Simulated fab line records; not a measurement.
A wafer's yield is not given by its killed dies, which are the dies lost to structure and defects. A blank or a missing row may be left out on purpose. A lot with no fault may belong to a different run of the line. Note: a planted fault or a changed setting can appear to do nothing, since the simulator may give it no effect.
Comparing a struck lot with a sound one + flow n5Finfet + 16 steps out of a route of 1938
Sound: wafers L233.2, L233.5, L233.6. Struck: wafer L244.6 (left out: L244.5, a lot-mate that was not struck); the cause follows at the end.
For every step that has rows: the tool of each side, followed by ch and its chambers, followed by its first start. Under that, the readings that differ: sound wafers + struck wafers + difference of the means + sigmas: that difference in standard deviations of wafers without a fault.
alike: readings whose means differ by less than 2 such deviations, and words and numbers that are the same on both sides. not compared: withheld readings, readings that some wafer has no value for, bounds like >300 that may hide the same value, and numbers for which the record gives no deviation and whose values overlap.
The two part at a step that has a row with sigmas, a row that says differs or no value, or rows on one side only. Numbers that have no deviation but don't overlap get no sigmas and don't part them. A reading that every wafer of one side lacks parts them only if that side has two wafers or more.

first, 8 steps without rows for these wafers: N5_SD_EPI_P_COAT_34 (time 60 s, resist thk 350 nm); N5_SD_EPI_P_COAT_35 (time 60 s, resist thk 35 nm); N5_SD_EPI_P_COAT_03 (resist thk 150 nm); N5_SD_EPI_P_EBR_05; N5_SD_EPI_P_SOFTBAKE_04 (time 60 s); N5_SD_EPI_P_EXPOSE_06 (exposes mask SD P BLK, target cd 240 nm); N5_SD_EPI_P_PEB_07 (peb time 60 s); N5_SD_EPI_P_DEVELOP_08 (develop time 30 s).
N5_SD_EPI_P_CD_MEAS_09: target cd 240 nm.
  sound on cdSem-03 ch 0, day 5 11:39; struck on cdSem-03 ch 0, day 8 07:11
  alike: cdNm
N5_SD_EPI_P_OVL_MEAS_10:
  sound on overlay-01 ch 0, day 5 11:41; struck on overlay-01 ch 0, day 8 07:13
  alike: SD_P_BLK_OVL
N5_SD_EPI_P_INSPECT_11: inspects for defects (macro).
  sound on defectInspect-02 at day 5 11:42; struck on defectInspect-01 at day 8 07:14
  alike: rawDefectCount
N5_SD_EPI_P_DESCUM_14: chemistry O2, time 7.9 s.
  sound on rieDiel-04 ch 2,3, day 5 11:44; struck on rieDiel-03 ch 1, day 8 07:18
  alike: drypumpMotorCurrentA, o2FlowSccm, oesProductAu, rfFwdPowerW, rfVppV, showerheadPlenumPTorr, tempC, throttleValvePct
  not compared: rfHoursCounterH
N5_SD_EPI_P_ETCH_36: etches SiARC in CF4, target depth 45.5 nm, time 75.8 s.
  sound on rieDiel-04 ch 2,3, day 5 11:46; struck on rieDiel-03 ch 1, day 8 07:21
| reading             | sound          | struck | difference | sigmas |
|---------------------|----------------|--------|------------|--------|
| etchRfOnTimeS (s)   | 76.8 74.9 77.1 | 51.2   | -25.1      | -23    |
| oesProductAu (a.u.) | 0.63 0.62 0.63 | 0.81   | +0.18      | +4     |
  alike: cf4FlowSccm, drypumpMotorCurrentA, rfFwdPowerW, rfVppV, showerheadPlenumPTorr, throttleValvePct
  not compared: rfHoursCounterH
N5_SD_EPI_P_ETCH_37: etches SOC in N2/H2, overetch 108 nm, time 486 s.
  sound on rieDiel-04 ch 2,3, day 5 11:50; struck on rieDiel-03 ch 1, day 8 07:32
| reading         | sound          | struck | difference | sigmas |
|-----------------|----------------|--------|------------|--------|
| rfFwdPowerW (W) | 2994 2995 2991 | 3019   | +26        | +3     |
  alike: drypumpMotorCurrentA, oesProductAu, rfVppV, showerheadPlenumPTorr, tempC, throttleValvePct
  not compared: rfHoursCounterH
-- the record jumps here: 5 days lie between the struck wafers' starts before and after (it left off in module SD_EPI_P and takes up again in module BEOL_M4, whose first step shown is number 1111 of the route) --
N5_BEOL_M4_RC_MEAS_101:
  sound on prober-01 ch 0, day 10 06:46; struck on prober-01 ch 0, day 12 19:59
  alike: DIBL_N, DIBL_P, IOFF_N, IOFF_P, ION_N, ION_P, SS_N, SS_P, VT_N, VT_P
then, 1 step without rows for these wafers: N5_PASSIVATION_PROBE_49.

## WHERE THEY PART
Last at N5_SD_EPI_P_ETCH_37 as far as this record goes, first at N5_SD_EPI_P_ETCH_36. Later steps at which nothing parts them and some readings are alike: N5_BEOL_M4_RC_MEAS_101.

WHY: whatever the simulator had introduced
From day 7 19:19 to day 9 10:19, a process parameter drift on rieDiel-03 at N5_SD_EPI_P_ETCH_36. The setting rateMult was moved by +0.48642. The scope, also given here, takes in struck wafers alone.
